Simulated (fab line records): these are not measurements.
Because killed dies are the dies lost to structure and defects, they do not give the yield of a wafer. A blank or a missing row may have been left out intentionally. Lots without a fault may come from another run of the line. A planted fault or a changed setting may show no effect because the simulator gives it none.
fab line records ; flow nand_harc
[record] lots = 13; wafers = 39; last_day = 33
route steps=1302 shown A_SLIT@946 A_WL_FILL@952 END@1302
lots untouched by any fault: they come from a run of this same line in which no faults occurred
start_h: hours from the record's first day to the start of the lot's first wafer shown ; wait_h: how many hours have passed since the lot's step before this one ; " identical to the entry in the row above ; L1.1+2: one row covering several wafers at once ; - either no value or no given start ; * or withheld: withheld ; < > ~ a bound
route shown NAME@n: a module of which the file shows steps, and the number in the route of the first ; usual: the fault-free wafers' mean and standard deviation ; same: alike in all rows ; chamber/n: place in a boat ; sites: per-site readings ; _std_site: their standard deviation ; _edge_site: mean of outer sites minus mean of inner sites ; radius_mm: for every site, how far away it sits from the centre of the wafer ; mask NAME#n: copy n ; behind: the most recent tool/chamber to have shaped the wafer ; hold: why the lot went on hold/how many hours it stayed there/how the hold came to an end ; device: whichever transistor did not switch (one of n, p or np) ; end of line: at the end of the route, the tests of the same wafers ; a step with no rows: only its recipe ; killed: not the wafer's yield, but the dies lost to structure and defects at the first sort ; map: the dies of a wafer, with x for killed, . for not killed, _ for no die there
set.NAME: the setting the step ran with; set.NAME@STEP: the setting that earlier step ran with ; model.NAME: the simulator's own value behind a step, which no gauge read
the route's steps for a sample of lots (tables are steps, rows are wafers)
services: from which hour (start_h, from the record's first day; less than 0 if before it) a tool's chamber was out of use, for how many hours, and why
[[steps]]
[step NHARC_A_SLIT_CD_MEAS_21]
[usual] cd_nm = 289.7/0.62
lot.wafer;tool;chamber;start_h;wait_h;cd_nm
L680.2;cd_sem-01;-;468.93;-;290.7
L680.4;cd_sem-01;-;468.93;-;291.0
L680.6;cd_sem-01;-;468.93;-;290.5
L681.1;cd_sem-01;-;470.99;-;289.2
L681.5;cd_sem-01;-;470.99;-;289.5
L681.6;cd_sem-01;-;470.99;-;290.1
L683.2;cd_sem-01;-;483.58;-;290.0
L683.3;cd_sem-01;-;483.58;-;289.8
L683.4;cd_sem-01;-;483.58;-;289.8
L684.1;cd_sem-02;-;509.91;-;290.6
L684.2;cd_sem-02;-;509.91;-;290.6
L684.6;cd_sem-02;-;509.91;-;290.1
L688.1;cd_sem-02;-;550.22;-;289.3
L688.4;cd_sem-02;-;550.22;-;289.3
L688.5;cd_sem-02;-;550.22;-;288.8
L690.1;cd_sem-02;-;556.07;-;289.6
L690.2;cd_sem-02;-;556.07;-;289.9
L690.6;cd_sem-02;-;556.07;-;289.4
L689.2;cd_sem-02;-;565.49;-;290.1
L689.3;cd_sem-02;-;565.49;-;289.8
L689.4;cd_sem-02;-;565.49;-;289.5
L695.3;cd_sem-01;-;592.73;-;289.4
L695.4;cd_sem-01;-;592.73;-;289.5
L695.6;cd_sem-01;-;592.73;-;289.6
L694.4;cd_sem-03;-;608.54;-;289.8
L694.5;cd_sem-03;-;608.54;-;289.6
L694.6;cd_sem-03;-;608.54;-;290.1
L698.2;cd_sem-01;-;636.52;-;289.2
L698.3;cd_sem-01;-;636.52;-;289.7
L698.4;cd_sem-01;-;636.52;-;289.4
L701.1;cd_sem-02;-;655.38;-;289.0
L701.4;cd_sem-02;-;655.38;-;290.4
L701.6;cd_sem-02;-;655.38;-;288.7
L702.1;cd_sem-03;-;678.28;-;289.8
L702.5;cd_sem-03;-;678.28;-;289.9
L702.6;cd_sem-03;-;678.28;-;289.9
L703.2;cd_sem-01;-;692.15;-;289.5
L703.4;cd_sem-01;-;692.15;-;289.8
L703.6;cd_sem-01;-;692.15;-;289.7
[step NHARC_A_WL_FILL_ALD_00]
[recipe] target_thk_a = 30; pulse_time_s = 3; ald_cycles = 30; temp_c = 300; material = Al2O3
[usual] heater_power_w = 469/56; precursor_pulse_height_rel = 1.000/0.021; susceptor_temp_C = 300.01/0.17
lot.wafer;tool;chamber;start_h;wait_h;heater_power_w;precursor_pulse_height_rel;susceptor_temp_C
L680.2;ald_hk-01;1;475.65;0.1;528;0.989;299.77
L680.4;ald_hk-01;2;475.65;0.1;482;1.009;300.05
L680.6;ald_hk-01;0;475.65;0.1;400;0.989;300.04
L681.1;ald_hk-02;1;478.04;0.1;373;1.028;-
L681.6;ald_hk-02;0;478.04;0.1;454;1.023;-
L681.5;ald_hk-02;1;478.04;0.1;378;0.980;-
L683.2;ald_hk-01;0;490.31;0.1;400;1.028;299.94
L683.3;ald_hk-01;1;490.31;0.1;514;1.016;300.30
L683.4;ald_hk-01;2;490.31;0.1;464;0.980;300.05
L684.1;ald_hk-01;2;516.60;0.1;472;0.985;300.03
L684.2;ald_hk-01;1;516.60;0.1;516;0.991;300.35
L684.6;ald_hk-01;2;516.60;0.1;483;1.003;300.04
L688.4;ald_hk-02;2;557.43;0.1;468;1.005;299.76
L688.1;ald_hk-02;0;557.43;0.1;437;0.999;299.98
L688.5;ald_hk-02;2;557.43;0.1;485;1.005;300.05
L690.1;ald_hk-02;0;563.27;0.1;444;0.982;299.85
L690.2;ald_hk-02;1;563.27;0.1;382;1.035;299.76
L690.6;ald_hk-02;1;563.27;0.1;382;1.000;299.88
L689.2;ald_hk-03;3;573.29;0.1;554;1.009;300.00
L689.3;ald_hk-03;1;573.29;0.1;465;0.998;300.24
L689.4;ald_hk-03;2;573.29;0.1;536;0.986;300.16
L695.4;ald_hk-01;1;599.53;0.1;531;0.995;299.83
L695.3;ald_hk-01;3;599.53;0.1;519;1.024;299.73
L695.6;ald_hk-01;2;599.53;0.1;468;1.010;300.36
L694.4;ald_hk-01;2;615.20;0.1;471;1.015;300.22
L694.5;ald_hk-01;1;615.20;0.1;513;1.042;300.08
L694.6;ald_hk-01;2;615.20;0.1;469;1.027;300.29
L698.2;ald_hk-03;3;643.23;0.1;558;0.970;300.13
L698.4;ald_hk-03;0;643.23;0.1;377;1.025;299.97
L698.3;ald_hk-03;1;643.23;0.1;434;1.018;300.36
L701.1;ald_hk-02;0;663.33;1.3;444;1.005;300.30
L701.4;ald_hk-02;1;663.33;1.3;380;1.022;300.02
L701.6;ald_hk-02;3;663.33;1.3;470;0.943;300.10
L702.1;ald_hk-03;3;684.94;0.1;566;0.992;300.21
L702.6;ald_hk-03;3;684.94;0.1;559;0.956;300.21
L702.5;ald_hk-03;0;684.94;0.1;390;1.007;299.94
L703.2;ald_hk-03;0;698.86;0.1;383;0.994;-
L703.4;ald_hk-03;1;698.86;0.1;454;0.991;-
L703.6;ald_hk-03;3;698.86;0.1;571;0.992;-
[step NHARC_A_WL_FILL_CVD_23]
[recipe] target_thk_a = 400; temp_c = 620; pressure_mtorr = 200; time_s = 800; material = poly-Si
[usual] spike_tc_top_C = 636.5/1.5; zone_power_centre_pct = 9.00/0.22
lot.wafer;tool;chamber;start_h;wait_h;spike_tc_top_C;zone_power_centre_pct
L680.2;lpcvd_poly-01;0;490.52;2.4;635.3;8.86
L680.4;lpcvd_poly-01;0;490.52;2.4;635.1;9.08
L680.6;lpcvd_poly-01;0;490.52;2.4;634.1;9.12
L681.1;lpcvd_poly-01;0;490.52;2.4;636.2;9.14
L681.5;lpcvd_poly-01;0;490.52;2.4;635.4;9.09
L681.6;lpcvd_poly-01;0;490.52;2.4;633.5;9.13
L683.2;lpcvd_poly-03;0;505.39;2.4;637.5;8.61
L683.3;lpcvd_poly-03;0;505.39;2.4;638.7;8.78
L683.4;lpcvd_poly-03;0;505.39;2.4;638.0;8.71
L684.1;lpcvd_poly-01;0;531.60;2.4;635.5;9.19
L684.2;lpcvd_poly-01;0;531.60;2.4;636.1;8.83
L684.6;lpcvd_poly-01;0;531.60;2.4;634.9;9.11
L690.1;lpcvd_poly-02;0;579.07;4.2;638.3;9.05
L690.2;lpcvd_poly-02;0;579.07;4.2;637.3;9.16
L690.6;lpcvd_poly-02;0;579.07;4.2;637.5;9.13
L689.2;lpcvd_poly-03;0;587.64;2.4;638.0;8.59
L689.3;lpcvd_poly-03;0;587.64;2.4;637.3;8.57
L689.4;lpcvd_poly-03;0;587.64;2.4;637.5;8.69
L688.1;lpcvd_poly-02;0;601.70;32.3;636.9;9.06
L688.4;lpcvd_poly-02;0;601.70;32.3;639.0;9.12
L688.5;lpcvd_poly-02;0;601.70;32.3;638.3;9.14
L694.4;lpcvd_poly-02;0;630.25;2.3;638.0;9.06
L694.5;lpcvd_poly-02;0;630.25;2.3;638.3;9.15
L694.6;lpcvd_poly-02;0;630.25;2.3;638.6;9.14
L695.3;lpcvd_poly-01;0;643.59;32.4;635.8;9.03
L695.4;lpcvd_poly-01;0;643.59;32.4;636.2;9.15
L695.6;lpcvd_poly-01;0;643.59;32.4;635.0;9.14
L698.2;lpcvd_poly-03;0;659.62;4.0;637.9;8.48
L698.3;lpcvd_poly-03;0;659.62;4.0;638.3;8.54
L698.4;lpcvd_poly-03;0;659.62;4.0;638.9;8.63
L701.1;lpcvd_poly-01;0;679.88;2.4;634.6;9.02
L701.4;lpcvd_poly-01;0;679.88;2.4;636.6;8.97
L701.6;lpcvd_poly-01;0;679.88;2.4;636.4;9.07
L702.1;lpcvd_poly-01;0;700.26;2.4;635.3;9.11
L702.5;lpcvd_poly-01;0;700.26;2.4;635.4;9.12
L702.6;lpcvd_poly-01;0;700.26;2.4;635.9;9.17
L703.2;lpcvd_poly-01;0;714.73;2.4;636.4;9.15
L703.4;lpcvd_poly-01;0;714.73;2.4;635.6;8.93
L703.6;lpcvd_poly-01;0;714.73;2.4;636.2;9.06
[step NHARC_A_WL_FILL_INSPECT_15]
[usual] raw_defect_count = 464/99
lot.wafer;tool;chamber;start_h;wait_h;raw_defect_count
L681.1;defect_inspect-02;-;494.19;0.0;529
L681.5;defect_inspect-02;-;494.19;0.0;554
L681.6;defect_inspect-02;-;494.19;0.0;357
L680.2;defect_inspect-01;-;494.24;0.0;361
L680.4;defect_inspect-01;-;494.24;0.0;438
L680.6;defect_inspect-01;-;494.24;0.0;437
L683.2;defect_inspect-01;-;509.04;0.0;677
L683.3;defect_inspect-01;-;509.04;0.0;367
L683.4;defect_inspect-01;-;509.04;0.0;396
L684.1;defect_inspect-02;-;535.34;0.0;575
L684.2;defect_inspect-02;-;535.34;0.0;486
L684.6;defect_inspect-02;-;535.34;0.0;961
L690.1;defect_inspect-01;-;582.74;0.0;513
L690.2;defect_inspect-01;-;582.74;0.0;635
L690.6;defect_inspect-01;-;582.74;0.0;496
L689.2;defect_inspect-01;-;591.37;0.0;631
L689.3;defect_inspect-01;-;591.37;0.0;493
L689.4;defect_inspect-01;-;591.37;0.0;516
L688.1;defect_inspect-01;-;605.39;0.0;418
L688.4;defect_inspect-01;-;605.39;0.0;491
L688.5;defect_inspect-01;-;605.39;0.0;455
L694.4;defect_inspect-02;-;633.97;0.0;289
L694.5;defect_inspect-02;-;633.97;0.0;340
L694.6;defect_inspect-02;-;633.97;0.0;340
L695.3;defect_inspect-01;-;647.29;0.0;473
L695.4;defect_inspect-01;-;647.29;0.0;404
L695.6;defect_inspect-01;-;647.29;0.0;340
L698.2;defect_inspect-01;-;663.28;0.0;561
L698.3;defect_inspect-01;-;663.28;0.0;623
L698.4;defect_inspect-01;-;663.28;0.0;574
L701.1;defect_inspect-02;-;683.72;0.0;557
L701.4;defect_inspect-02;-;683.72;0.0;526
L701.6;defect_inspect-02;-;683.72;0.0;507
L702.1;defect_inspect-01;-;704.07;0.0;553
L702.5;defect_inspect-01;-;704.07;0.0;435
L702.6;defect_inspect-01;-;704.07;0.0;443
L703.2;defect_inspect-01;-;718.57;0.0;481
L703.4;defect_inspect-01;-;718.57;0.0;352
L703.6;defect_inspect-01;-;718.57;0.0;440
[step NHARC_END_SORT_01]
[recipe] temp_c = 25
[usual] killed_at_array = 56/19; killed_at_other = 1.0/1.5; killed_at_periphery = 3.4/2.4; killed_dies = 60/19; killed_open = 3.3/1.8; killed_short = 2.4/1.7
[same] gross_dies = 677
lot.wafer;tool;chamber;start_h;wait_h;killed_at_array;killed_at_other;killed_at_periphery;killed_dies;killed_open;killed_short
L688.1;prober-01;0;682.66;2.5;49;1;6;56;2;2
L688.4;prober-01;0;685.08;3.4;51;0;10;61;6;3
L688.5;prober-01;0;685.88;3.7;38;0;7;45;1;2
L694.6;prober-02;0;712.89;4.0;46;0;5;51;1;1
L695.3;prober-02;0;727.60;3.1;55;0;3;58;2;4
L695.4;prober-02;0;728.38;3.4;46;0;2;48;3;0
L695.6;prober-02;0;729.96;3.9;54;0;2;56;2;5
L703.2;prober-02;0;795.58;2.8;48;4;3;55;2;2
L703.4;prober-02;0;797.21;3.4;58;4;5;67;3;4
L703.6;prober-02;0;798.84;4.1;63;5;4;72;6;5
// killed by level:class
L688.1 A_CHANNEL_HOLE_D2:chamber_film_flake=28 A_CHANNEL_HOLE_D1:chamber_film_flake=10 P_GATE:chamber_film_flake=3 A_M0:geometric_particle:open=2 A_STAIRCASE:chamber_film_flake=2 A_CONTACT:chamber_film_flake=2 A_BLC:chamber_film_flake=2 P_M0:geometric_particle:short=1
L688.4 A_CHANNEL_HOLE_D2:chamber_film_flake=23 A_CHANNEL_HOLE_D1:chamber_film_flake=10 P_GATE:chamber_film_flake=6 A_CONTACT:chamber_film_flake=4 A_M0:geometric_particle:open=3 P_BONDPAD:chamber_film_flake=3 A_STAIRCASE:chamber_film_flake=3 P_GATE:geometric_particle:short=1
L688.5 A_CHANNEL_HOLE_D2:chamber_film_flake=24 A_CHANNEL_HOLE_D1:chamber_film_flake=5 P_GATE:chamber_film_flake=3 A_BLC:chamber_film_flake=3 P_M2:chamber_film_flake=2 P_BONDPAD:chamber_film_flake=2 A_CHANNEL_FILL_D1:geometric_particle:open=1 A_SGD_CUT:geometric_particle:short=1
L694.6 A_SLIT:chamber_film_flake=25 A_CHANNEL_HOLE_D1:chamber_film_flake=11 A_CHANNEL_HOLE_D2:chamber_film_flake=8 P_GATE:chamber_film_flake=2 P_M1:chamber_film_flake=2 A_ONON_D1:geometric_particle:open=1 A_CHANNEL_FILL_D1:geometric_particle:short=1 P_STI:chamber_film_flake=1
L695.3 A_CHANNEL_HOLE_D1:chamber_film_flake=36 A_WL_FILL:chamber_film_flake=4 A_SLIT:chamber_film_flake=3 A_CHANNEL_FILL_D2:chamber_film_flake=3 A_STAIRCASE:chamber_film_flake=2 A_CONTACT:chamber_film_flake=2 P_STI:geometric_particle:short=1 P_M0:geometric_particle:short=1
L695.4 A_CHANNEL_HOLE_D1:chamber_film_flake=26 A_WL_FILL:chamber_film_flake=6 A_CHANNEL_FILL_D2:chamber_film_flake=4 A_CONTACT:chamber_film_flake=4 P_ZERO_WELL:chamber_film_flake=2 A_DECK1_JOINT:chamber_film_flake=2 A_ONON_D1:geometric_particle:open=1 A_CHANNEL_FILL_D1:geometric_particle:open=1
L695.6 A_CHANNEL_HOLE_D1:chamber_film_flake=33 A_WL_FILL:chamber_film_flake=4 A_SLIT:chamber_film_flake=3 A_ONON_D1:geometric_particle:short=2 A_DECK1_JOINT:chamber_film_flake=2 A_CONTACT:chamber_film_flake=2 P_M2:geometric_particle:open=1 A_DECK1_JOINT:geometric_particle:short=1
L703.2 A_SLIT:chamber_film_flake=19 A_CHANNEL_HOLE_D1:chamber_film_flake=10 A_CONTACT:chamber_film_flake=10 THIN_TSV:chamber_film_flake=4 A_CHANNEL_HOLE_D2:chamber_film_flake=3 A_CHANNEL_FILL_D2:chamber_film_flake=2 P_CONTACT:geometric_particle:open=1 P_M0:geometric_particle:short=1
L703.4 A_SLIT:chamber_film_flake=26 A_CHANNEL_HOLE_D1:chamber_film_flake=14 A_CONTACT:chamber_film_flake=10 THIN_TSV:chamber_film_flake=4 P_GATE:chamber_film_flake=3 P_M1:geometric_particle:open=1 A_CHANNEL_HOLE_D1:geometric_particle:short=1 A_CHANNEL_FILL_D1:geometric_particle:open=1
L703.6 A_SLIT:chamber_film_flake=26 A_CHANNEL_HOLE_D1:chamber_film_flake=17 A_CONTACT:chamber_film_flake=10 P_GATE:chamber_film_flake=3 STARTING-WAFER:geometric_particle:open=2 A_STAIRCASE:chamber_film_flake=2 THIN_TSV:chamber_film_flake=2 P_M1:geometric_particle:open=1
[[services]]
tool;chamber;start_h;hours;kind
ald_hk-01;0;477.52;10.0;vent_cycle
ald_hk-01;3;477.52;10.0;vent_cycle
ald_hk-01;0;487.52;-;clean
ald_hk-01;1;487.52;-;clean
ald_hk-01;2;487.52;-;clean
ald_hk-01;3;487.52;-;clean
ald_hk-02;0;527.21;10.0;vent_cycle
ald_hk-02;3;527.21;10.0;vent_cycle
ald_hk-02;0;537.21;-;clean
ald_hk-02;1;537.21;-;clean
ald_hk-02;2;537.21;-;clean
lpcvd_poly-01;-;566.97;26.0;pm
ald_hk-03;-;581.05;10.0;pm
ald_hk-03;-;618.61;0.2;repair
ald_hk-01;-;657.16;10.0;pm
ald_hk-01;0;657.16;10.0;vent_cycle
ald_hk-01;1;657.16;10.0;vent_cycle
ald_hk-01;2;657.16;10.0;vent_cycle
ald_hk-01;3;657.16;10.0;vent_cycle
ald_hk-01;0;667.16;-;clean
ald_hk-01;1;667.16;-;clean
ald_hk-01;2;667.16;-;clean
ald_hk-01;3;667.16;-;clean
ald_hk-02;-;707.68;10.0;pm
[[key]]
[first_sign] step = NHARC_A_WL_FILL_CVD_23; reading = wait_h; direction = changed
effect none on later readings
met_at NHARC_A_WL_FILL_CVD_23
struck_lots L688,L695
struck_wafers L688.1,L688.4,L688.5,L695.3,L695.4,L695.6
tester_left_out L688,L695
not_acting_at NHARC_A_SLIT_CD_MEAS_21,NHARC_A_WL_FILL_ALD_00,NHARC_A_WL_FILL_INSPECT_15
[fault] kind = queue_time_violation; tool = lpcvd_poly-01,lpcvd_poly-02,lpcvd_poly-03; chamber = 0; onset_h = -; steps = NHARC_A_WL_FILL_CVD_23; delay_hr = 30; scope = struck_lots_only
// tester_left_out: of these lots the tester's yield and bins aren't shown, on N5 and GAA mostly nor the transistor test; their killed dies are dies lost to structure and defects alone, not to doping, threshold or leakage, so they don't give the yield
